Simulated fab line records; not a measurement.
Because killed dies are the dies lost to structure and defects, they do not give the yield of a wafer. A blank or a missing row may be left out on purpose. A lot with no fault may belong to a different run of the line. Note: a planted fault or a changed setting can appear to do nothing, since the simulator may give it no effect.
fab line records    flow nandHarc
[record] lots = 7  wafers = 21  lastDay = 32
route steps=1302 shown A_CHANNEL_FILL_D1@508 A_DECK1_JOINT@518 END@1302
lots that met no fault: from a run of the same line without faults
startH: hours from the record's first day to the start of the lot's first wafer shown    waitH: hours elapsed since this lot's preceding step    " as in the row above    L1.1+2: a single row standing in for several wafers    - either no value or no given start    * or withheld: withheld    < > ~ a bound
route shown NAME@n: NAME is a module with steps in the file, n the number in the route of the first one    usual: mean and standard deviation over wafers with no fault    same: alike in all rows    chamber/n: place in a boat    sites: readings site by site    _std_site: their standard deviation    _edge_site: inner sites' mean taken away from outer sites' mean    radiusMm: how far each site lies from the wafer's centre    mask NAME#n: copy n    behind: the most recent tool/chamber to have shaped the wafer    hold: the reason the lot was held/the length of the hold in hours/how it ended    device: which transistor (n, p or np) failed to switch    end of line: tests of these same wafers at the route's end    a step without rows: its recipe alone    killed: count of dies lost to structure and defects at first sort (not the wafer's yield)    map: per-die view of a wafer (x killed, . not killed, _ where there is no die)
set.NAME: the setting that was run; set.NAME@STEP: the one run at that earlier step    model.NAME: the simulator's own value behind a step, which no gauge read
certain route steps with their lots: each step a table, each wafer a row
services: from which hour (startH, from the record's first day; less than 0 if before it) a tool's chamber was out of use, for how many hours, and why
[[steps]]
[step NHARC_A_CHANNEL_FILL_D1_ETCHBACK_08]
[recipe] targetDepthA = 2200  timeS = 110  c4f8FlowSccm = 20  arFlowSccm = withheld  rfW = 600  biasW = 300  chemistry = C4F8
[usual] chamberPressureMTorr = 25.001/0.023  oesProductAu = 0.96/0.036  rfVppV = 441.1/2.4
lot.wafer  tool        chamber  startH  waitH  chamberPressureMTorr  oesProductAu  rfHoursCounterH  rfVppV
L292.3     rieDiel-12  3        -       -      25.003                0.93          8                440.4
L292.2     "           0        "       "      24.999                0.91          8                439.4
L292.6     "           1        "       "      24.996                0.91          -                443.7
L303.3     rieDiel-03  3        -       -      25.021                0.92          4                439.7
L303.4     "           0        "       "      24.987                0.93          4                444.9
L303.5     "           3        "       "      24.990                0.93          -                440.5
L305.3     rieDiel-12  2        -       -      25.018                0.92          6                438.4
L305.4     "           2        "       "      25.018                0.93          -                437.6
L305.5     "           1        "       "      25.021                0.93          -                442.2
L304.2     rieDiel-05  3        -       -      25.031                0.92          7                440.5
L304.3     "           0        "       "      24.970                0.93          7                443.3
L304.6     "           2        "       "      24.973                0.92          -                435.5
L309.3     rieDiel-05  0        -       -      25.006                1.00          0                443.8
L309.4     "           1        "       "      24.973                1.00          0                442.4
L309.6     "           2        "       "      25.003                1.00          -                436.9
L311.3     rieDiel-05  0        -       -      24.974                0.97          1                442.8
L311.1     "           2        "       "      25.034                0.98          1                438.3
L311.6     "           1        "       "      25.000                0.98          -                442.7
L312.3     rieDiel-03  3        -       -      25.012                0.93          11               439.6
L312.1     "           0        "       "      24.976                0.93          10               444.9
L312.5     "           0        "       "      25.044                0.93          -                444.5
[step NHARC_A_CHANNEL_FILL_D1_STRIP_29]
[recipe] timeS = 20  o2FlowSccm = 500  arFlowSccm = 0  biasW = 0  chemistry = O2
[usual] chamberPressureMTorr = 60.01/0.055  drypumpMotorCurrentA = 5.6/0.45  oesProductAu = 1.000/0.0082  rfVppV = 57.8/0.88  showerheadPlenumPTorr = 3.56/0.12  throttleValvePct = 17.036/0.009
lot.wafer  tool        chamber  startH  waitH  chamberPressureMTorr  drypumpMotorCurrentA  oesProductAu  rfHoursCounterH  rfVppV  showerheadPlenumPTorr  throttleValvePct
L292.2     rieDiel-12  3        -       -      60.02                 6.4                   0.992         8                58.1    3.51                   17.018
L292.3     "           1        "       "      60.06                 5.7                   0.987         8                58.4    3.59                   17.033
L292.6     "           3        "       "      60.03                 6.5                   0.996         -                57.7    3.51                   17.029
L303.3     rieDiel-03  3        -       -      60.07                 5.0                   1.006         4                59.3    3.49                   17.063
L303.4     "           0        "       "      60.02                 5.7                   0.994         4                59.3    3.78                   17.039
L303.5     "           2        "       "      60.08                 5.2                   0.992         -                57.4    3.58                   17.042
L305.3     rieDiel-12  1        378.90  0.2    59.97                 5.7                   1.008         5                57.6    3.59                   17.043
L305.5     "           1        "       "      59.98                 5.7                   1.000         -                58.3    3.59                   17.041
L305.4     "           2        "       "      59.99                 5.3                   1.005         -                58.4    3.42                   17.040
L304.2     rieDiel-05  0        -       -      60.00                 5.2                   1.007         7                58.9    3.70                   17.041
L304.3     "           2        "       "      59.95                 5.6                   1.000         7                58.5    3.31                   17.032
L304.6     "           3        "       "      60.00                 6.2                   1.009         -                57.8    3.54                   17.035
L309.3     rieDiel-05  3        -       -      59.93                 6.3                   0.986         0                56.1    3.54                   17.035
L309.4     "           0        "       "      60.01                 5.3                   0.998         0                56.5    3.70                   17.030
L309.6     "           2        "       "      60.03                 5.6                   0.992         -                58.1    3.30                   17.025
L311.3     rieDiel-05  1        -       -      59.97                 5.1                   0.992         1                58.5    3.65                   17.016
L311.1     "           2        "       "      60.09                 5.6                   1.002         1                57.3    3.30                   17.027
L311.6     "           0        "       "      59.98                 5.3                   1.000         -                56.6    3.70                   17.031
L312.3     rieDiel-03  2        -       -      60.02                 5.2                   0.994         11               57.5    3.57                   17.028
L312.1     "           3        "       "      59.96                 5.0                   1.006         11               58.6    3.49                   17.033
L312.5     "           3        "       "      60.07                 5.0                   1.008         -                56.8    3.49                   17.048
[step NHARC_A_CHANNEL_FILL_D1_PRECLEAN_30]
[recipe] timeS = 30  chemistry = dHF
[step NHARC_A_CHANNEL_FILL_D1_SRD_31]
[step NHARC_A_CHANNEL_FILL_D1_CVD_09]
[recipe] targetThkA = 1500  tempC = 620  pressureMtorr = 200  timeS = 3000  material = poly-Si
[step NHARC_A_CHANNEL_FILL_D1_CMP_10]
[recipe] targetThkNm = 150
[usual] motorCurrentA = 11.4/1.1  timeToEndpointS = 14.7/2
lot.wafer  tool    chamber  startH  waitH  motorCurrentA  timeToEndpointS
L292.3     cmp-01  1        270.65  0.4    13.2           12.2
L292.2     "       0        "       "      12.3           13.2
L292.6     "       1        "       "      13.1           16.0
L303.3     cmp-04  0        364.52  0.4    12.3           13.9
L303.4     "       3        "       "      10.8           11.2
L303.5     "       1        "       "      12.4           13.1
L305.4     cmp-04  0        384.54  0.4    12.4           11.9
L305.3     "       2        "       "      9.8            10.1
L305.5     "       1        "       "      11.7           12.9
L304.2     cmp-03  1        384.60  0.4    12.0           16.9
L304.3     "       0        "       "      12.2           13.6
L304.6     "       2        "       "      11.0           14.1
L309.3     cmp-04  0        433.12  0.4    11.5           15.0
L309.4     "       2        "       "      9.2            15.6
L309.6     "       1        "       "      13.0           16.6
L311.1     cmp-03  1        452.40  0.4    11.9           17.8
L311.3     "       2        "       "      11.3           15.0
L311.6     "       1        "       "      11.6           16.0
L312.1     cmp-04  3        459.69  0.4    8.9            11.4
L312.3     "       0        "       "      12.5           12.7
L312.5     "       3        "       "      10.2           12.8
[step NHARC_A_CHANNEL_FILL_D1_SRD_12]
[step NHARC_A_CHANNEL_FILL_D1_INSPECT_13]
[usual] rawDefectCount = 311/130
lot.wafer  tool              chamber  startH  waitH  rawDefectCount
L292.2     defectInspect-02  -        271.07  0.0    205
L292.3     "                 -        "       "      206
L292.6     "                 -        "       "      219
L303.3     defectInspect-01  -        364.93  0.0    415
L303.4     "                 -        "       "      238
L303.5     "                 -        "       "      361
L305.3     defectInspect-02  -        384.95  0.0    238
L305.4     "                 -        "       "      305
L305.5     "                 -        "       "      198
L304.2     defectInspect-02  -        385.03  0.0    222
L304.3     "                 -        "       "      305
L304.6     "                 -        "       "      341
L309.3     defectInspect-02  -        433.53  0.0    653
L309.4     "                 -        "       "      447
L309.6     "                 -        "       "      682
L311.1     defectInspect-02  -        452.78  0.0    329
L311.3     "                 -        "       "      262
L311.6     "                 -        "       "      327
L312.1     defectInspect-02  -        460.11  0.0    268
L312.3     "                 -        "       "      213
L312.5     "                 -        "       "      201
[step NHARC_A_DECK1_JOINT_ETCHBACK_07]
[recipe] targetDepthA = 1050  timeS = 26.9  hbrFlowSccm = 150  rfW = 350  icpW = 350  biasW = 60  chemistry = HBr
[usual] chamberPressureMTorr = 15.000/0.013  drypumpMotorCurrentA = 5.5/0.36  oesProductAu = 1.002/0.0071  throttleValvePct = 23.266/0.011
lot.wafer  tool      chamber  startH  waitH  chamberPressureMTorr  drypumpMotorCurrentA  oesProductAu  rfHoursCounterH  throttleValvePct
L292.2     rieSi-04  1        271.15  0.1    14.990                6.0                   1.010         0.8              23.261
L292.3     "         2        "       "      15.012                5.2                   1.012         1.0              23.258
L292.6     "         0        "       "      14.996                5.5                   1.016         -                23.274
L303.4     rieSi-04  0        365.00  0.1    14.984                5.4                   1.007         0.1              23.248
L303.3     "         1        "       "      15.002                5.9                   1.010         0.0              23.273
L303.5     "         0        "       "      14.985                5.4                   1.003         -                23.274
L305.3     rieSi-04  0        385.02  0.1    15.003                5.5                   0.994         0.2              23.272
L305.4     "         1        "       "      15.002                5.9                   1.001         0.1              23.271
L305.5     "         3        "       "      15.006                5.7                   0.998         -                23.274
L304.3     rieSi-02  1        385.12  0.1    15.013                5.9                   1.000         0.8              23.276
L304.2     "         2        "       "      15.006                5.9                   1.000         0.5              23.284
L304.6     "         0        "       "      15.006                5.4                   1.003         -                23.253
L309.3     rieSi-04  1        433.59  0.1    15.007                5.9                   1.003         0.3              23.279
L309.4     "         0        "       "      14.994                5.5                   1.005         0.4              23.284
L309.6     "         1        "       "      14.977                5.9                   1.003         -                23.272
L311.1     rieSi-03  0        452.84  0.1    15.000                5.5                   0.989         0.2              23.276
L311.3     "         2        "       "      14.975                5.1                   1.000         0.2              23.246
L311.6     "         1        "       "      15.006                5.8                   1.011         -                23.263
L312.1     rieSi-03  3        460.19  0.1    14.997                4.8                   1.003         0.4              23.260
L312.3     "         0        "       "      14.995                5.5                   0.991         0.3              23.255
L312.5     "         1        "       "      14.993                5.8                   1.006         -                23.286
[step NHARC_A_DECK1_JOINT_ETCH_25]
[recipe] targetDepthA = 5  chemistry = dHF  material = SiO2
[step NHARC_A_DECK1_JOINT_ETCH_19]
[recipe] tempC = 25  targetDepthA = 30  chemistry = TMAH  material = poly-Si
[usual] bathHeatDutyPct = 6.2/0.84  tempC = 24.99/0.11
lot.wafer  tool         chamber  startH  waitH  bathHeatDutyPct  tempC
L292.2     wetBench-09  1        271.31  0.0    5.9              24.82
L292.6     "            2        "       "      5.6              24.98
L292.3     "            6        "       "      6.1              25.09
L303.4     wetBench-07  2        365.18  0.0    -                -
L303.3     "            3        "       "      -                -
L303.5     "            4        "       "      -                -
L305.5     wetBench-07  2        385.19  0.0    -                -
L305.4     "            4        "       "      -                -
L305.3     "            7        "       "      -                -
L304.6     wetBench-09  5        385.27  0.0    -                -
L304.2     "            1        "       "      -                -
L304.3     "            2        "       "      -                -
L309.4     wetBench-09  6        433.77  0.0    5.9              25.04
L309.6     "            7        "       "      5.8              24.81
L309.3     "            2        "       "      5.7              24.82
L311.6     wetBench-09  1        453.02  0.0    5.9              25.18
L311.3     "            3        "       "      5.2              24.97
L311.1     "            6        "       "      5.7              25.20
L312.3     wetBench-09  6        460.35  0.0    5.5              24.94
L312.1     "            1        "       "      5.9              24.82
L312.5     "            2        "       "      5.9              24.87
[step NHARC_A_DECK1_JOINT_ETCH_18]
[recipe] targetDepthA = 30  chemistry = dHF  material = SiO2
[step NHARC_END_SORT_01]
[recipe] tempC = 25
[usual] killedAtArray = 56/20  killedAtOther = 1/1.3  killedAtPeriphery = 3.5/2.7  killedDies = 60/20  killedOpen = 3.3/1.6  killedShort = 2.4/1.5
[same] grossDies = 677
lot.wafer  tool       chamber  startH  waitH  killedAtArray  killedAtOther  killedAtPeriphery  killedDies  killedOpen  killedShort
L303.3     prober-01  0        679.15  3.1    671            0              6                  677         4           2
L303.4     prober-01  0        679.95  3.4    666            1              10                 677         4           1
L303.5     prober-01  0        680.75  3.7    666            1              10                 677         4           0
L304.2     prober-01  0        711.82  2.8    672            0              5                  677         6           2
L304.3     prober-01  0        712.60  3.0    675            0              2                  677         2           1
L304.6     prober-01  0        714.95  3.9    670            1              6                  677         3           0
L305.3     prober-02  0        712.73  3.1    673            1              3                  677         4           3
L305.4     prober-02  0        713.53  3.4    674            2              1                  677         0           1
L305.5     prober-02  0        714.33  3.7    673            0              4                  677         5           3
// killed by level:class
L303.3 A_DECK1_JOINT:areaEtch=599 A_SLIT:chamberFilmFlake=32 A_CHANNEL_HOLE_D1:chamberFilmFlake=18 A_CHANNEL_HOLE_D2:chamberFilmFlake=10 P_ZERO_WELL:chamberFilmFlake=3 P_BONDPAD:chamberFilmFlake=2 A_CONTACT:chamberFilmFlake=2 A_WL_FILL:chamberFilmFlake=2
L303.4 A_DECK1_JOINT:areaEtch=575 A_SLIT:chamberFilmFlake=36 A_CHANNEL_HOLE_D1:chamberFilmFlake=29 A_CHANNEL_HOLE_D2:chamberFilmFlake=16 P_BONDPAD:chamberFilmFlake=5 A_CONTACT:chamberFilmFlake=3 P_STI:chamberFilmFlake=2 P_GATE:geometricParticle:open=1
L303.5 A_DECK1_JOINT:areaEtch=583 A_CHANNEL_HOLE_D1:chamberFilmFlake=31 A_SLIT:chamberFilmFlake=28 A_CHANNEL_HOLE_D2:chamberFilmFlake=14 P_BONDPAD:chamberFilmFlake=5 P_ZERO_WELL:chamberFilmFlake=3 A_STAIRCASE:chamberFilmFlake=2 A_CONTACT:chamberFilmFlake=2
L304.2 A_DECK1_JOINT:areaEtch=592 A_SLIT:chamberFilmFlake=41 A_CHANNEL_HOLE_D2:chamberFilmFlake=17 A_STAIRCASE:chamberFilmFlake=7 A_CONTACT:chamberFilmFlake=6 A_CHANNEL_HOLE_D1:chamberFilmFlake=5 P_M0:geometricParticle:open=2 P_GATE:geometricParticle:short=1
L304.3 A_DECK1_JOINT:areaEtch=592 A_SLIT:chamberFilmFlake=33 A_CHANNEL_HOLE_D1:chamberFilmFlake=17 A_CHANNEL_HOLE_D2:chamberFilmFlake=15 A_STAIRCASE:chamberFilmFlake=11 A_CONTACT:chamberFilmFlake=4 A_ONON_D1:geometricParticle:short=1 A_SGD_CUT:geometricParticle:open=1
L305.3 A_DECK1_JOINT:areaEtch=639 A_CHANNEL_HOLE_D1:chamberFilmFlake=17 A_STAIRCASE:chamberFilmFlake=4 A_CONTACT:chamberFilmFlake=3 A_M1:chamberFilmFlake=3 P_GATE:chamberFilmFlake=2 P_M0:geometricParticle:open=1 A_SOURCE_PLATE:geometricParticle:open=1
L305.4 A_DECK1_JOINT:areaEtch=627 A_CHANNEL_HOLE_D1:chamberFilmFlake=35 A_STAIRCASE:chamberFilmFlake=6 A_M1:chamberFilmFlake=2 THIN_TSV:chamberFilmFlake=2 A_WL_FILL:geometricParticle:short=1 P_STI:chamberFilmFlake=1 A_CHANNEL_HOLE_D2:chamberFilmFlake=1
L305.5 A_DECK1_JOINT:areaEtch=639 A_CHANNEL_HOLE_D1:chamberFilmFlake=16 A_STAIRCASE:chamberFilmFlake=4 P_GATE:chamberFilmFlake=2 A_SLIT:chamberFilmFlake=2 A_CONTACT:chamberFilmFlake=2 A_M1:chamberFilmFlake=2 P_GATE:geometricParticle:open=1
L304.6 A_DECK1_JOINT:areaEtch=585 A_SLIT:chamberFilmFlake=37 A_CHANNEL_HOLE_D1:chamberFilmFlake=15 A_CHANNEL_HOLE_D2:chamberFilmFlake=14 A_STAIRCASE:chamberFilmFlake=11 A_CONTACT:chamberFilmFlake=5 P_STI:chamberFilmFlake=3 A_ONON_D1:geometricParticle:open=2
// map L303.3 (x killed, . not)
____________x____________
_________xxxxxxx_________
_______xxxxxxxxxxx_______
______xxxxxxxxxxxxx______
_____xxxxxxxxxxxxxxx_____
____xxxxxxxxxxxxxxxxx____
____xxxxxxxxxxxxxxxxx____
___xxxxxxxxxxxxxxxxxxx___
___xxxxxxxxxxxxxxxxxxx___
__xxxxxxxxxxxxxxxxxxxxx__
__xxxxxxxxxxxxxxxxxxxxx__
_xxxxxxxxxxxxxxxxxxxxxxx_
_xxxxxxxxxxxxxxxxxxxxxxx_
_xxxxxxxxxxxxxxxxxxxxxxx_
_xxxxxxxxxxxxxxxxxxxxxxx_
_xxxxxxxxxxxxxxxxxxxxxxx_
xxxxxxxxxxxxxxxxxxxxxxxxx
xxxxxxxxxxxxxxxxxxxxxxxxx
xxxxxxxxxxxxxxxxxxxxxxxxx
xxxxxxxxxxxxxxxxxxxxxxxxx
xxxxxxxxxxxxxxxxxxxxxxxxx
_xxxxxxxxxxxxxxxxxxxxxxx_
_xxxxxxxxxxxxxxxxxxxxxxx_
_xxxxxxxxxxxxxxxxxxxxxxx_
_xxxxxxxxxxxxxxxxxxxxxxx_
_xxxxxxxxxxxxxxxxxxxxxxx_
__xxxxxxxxxxxxxxxxxxxxx__
__xxxxxxxxxxxxxxxxxxxxx__
___xxxxxxxxxxxxxxxxxxx___
___xxxxxxxxxxxxxxxxxxx___
____xxxxxxxxxxxxxxxxx____
____xxxxxxxxxxxxxxxxx____
_____xxxxxxxxxxxxxxx_____
______xxxxxxxxxxxxx______
_______xxxxxxxxxxx_______
_________xxxxxxx_________
____________x____________
// map L304.2 (x killed, . not)
____________x____________
_________xxxxxxx_________
_______xxxxxxxxxxx_______
______xxxxxxxxxxxxx______
_____xxxxxxxxxxxxxxx_____
____xxxxxxxxxxxxxxxxx____
____xxxxxxxxxxxxxxxxx____
___xxxxxxxxxxxxxxxxxxx___
___xxxxxxxxxxxxxxxxxxx___
__xxxxxxxxxxxxxxxxxxxxx__
__xxxxxxxxxxxxxxxxxxxxx__
_xxxxxxxxxxxxxxxxxxxxxxx_
_xxxxxxxxxxxxxxxxxxxxxxx_
_xxxxxxxxxxxxxxxxxxxxxxx_
_xxxxxxxxxxxxxxxxxxxxxxx_
_xxxxxxxxxxxxxxxxxxxxxxx_
xxxxxxxxxxxxxxxxxxxxxxxxx
xxxxxxxxxxxxxxxxxxxxxxxxx
xxxxxxxxxxxxxxxxxxxxxxxxx
xxxxxxxxxxxxxxxxxxxxxxxxx
xxxxxxxxxxxxxxxxxxxxxxxxx
_xxxxxxxxxxxxxxxxxxxxxxx_
_xxxxxxxxxxxxxxxxxxxxxxx_
_xxxxxxxxxxxxxxxxxxxxxxx_
_xxxxxxxxxxxxxxxxxxxxxxx_
_xxxxxxxxxxxxxxxxxxxxxxx_
__xxxxxxxxxxxxxxxxxxxxx__
__xxxxxxxxxxxxxxxxxxxxx__
___xxxxxxxxxxxxxxxxxxx___
___xxxxxxxxxxxxxxxxxxx___
____xxxxxxxxxxxxxxxxx____
____xxxxxxxxxxxxxxxxx____
_____xxxxxxxxxxxxxxx_____
______xxxxxxxxxxxxx______
_______xxxxxxxxxxx_______
_________xxxxxxx_________
____________x____________
[[services]]
tool         chamber  startH  hours  kind
rieDiel-03   3        248.65  1.2    repair
rieDiel-12   0        251.52  10.3   repair
rieDiel-12   2        253.54  4.0    repair
rieDiel-12   -        268.40  9.0    pm
rieDiel-03   0        279.47  6.5    repair
rieDiel-03   -        281.74  9.0    pm
rieSi-04     3        283.30  6.3    repair
cmp-04       -        296.39  2.0    repair
cmp-04       -        299.64  0.2    repair
rieSi-04     2        301.01  1.9    repair
rieDiel-05   0        305.26  3.9    repair
cmp-04       -        308.15  4.0    pm
rieDiel-03   1        311.32  4.6    repair
rieDiel-03   1        317.73  4.5    repair
rieDiel-12   1        325.14  5.4    repair
rieSi-04     0        338.94  5.7    repair
rieSi-04     -        342.00  9.0    pm
wetBench-09  -        352.80  8.0    pm
rieDiel-12   0        376.33  3.3    repair
rieDiel-05   2        391.04  6.4    repair
cmp-04       -        406.15  4.0    pm
rieDiel-05   -        406.60  9.0    pm
cmp-04       -        423.50  3.8    repair
rieDiel-12   0        441.02  2.6    repair
[[key]]
[firstSign] step = NHARC_A_DECK1_JOINT_ETCH_19  reading = toolRecord  direction = missing
[effect] step = NHARC_END_SORT_01  reading = killedAtArray  direction = up  sigmas = 31  usual = 56  struck = 671
[moreKillsBornAt] NHARC_A_DECK1_JOINT_ETCH_19@wetBench-07 = 3662  NHARC_A_DECK1_JOINT_ETCH_19@wetBench-09 = 1769
metAt NHARC_A_DECK1_JOINT_ETCH_19
struckWafers L303.3,L303.4,L303.5,L304.2,L304.3,L304.6,L305.3,L305.4,L305.5
laterRowsLeftOut L303.3,L303.4,L303.5,L304.2,L304.3,L304.6,L305.3,L305.4,L305.5
testerLeftOut L303,L304,L305
onsetBetween 271.31 365.18
[fault] kind = skippedStepWhole  tool = wetBench-07,wetBench-09  chamber = -  onsetH = 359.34  steps = NHARC_A_DECK1_JOINT_ETCH_19  scope = struckLotsOnly
// testerLeftOut: of these lots the tester's yield and bins aren't shown, on N5 and GAA mostly nor the transistor test; their killed dies are dies lost to structure and defects alone, not to doping, threshold or leakage, so they don't give the yield
// laterRowsLeftOut: the simulator's readings of these wafers behind a module that went badly wrong aren't trusted and aren't shown, but for the sort
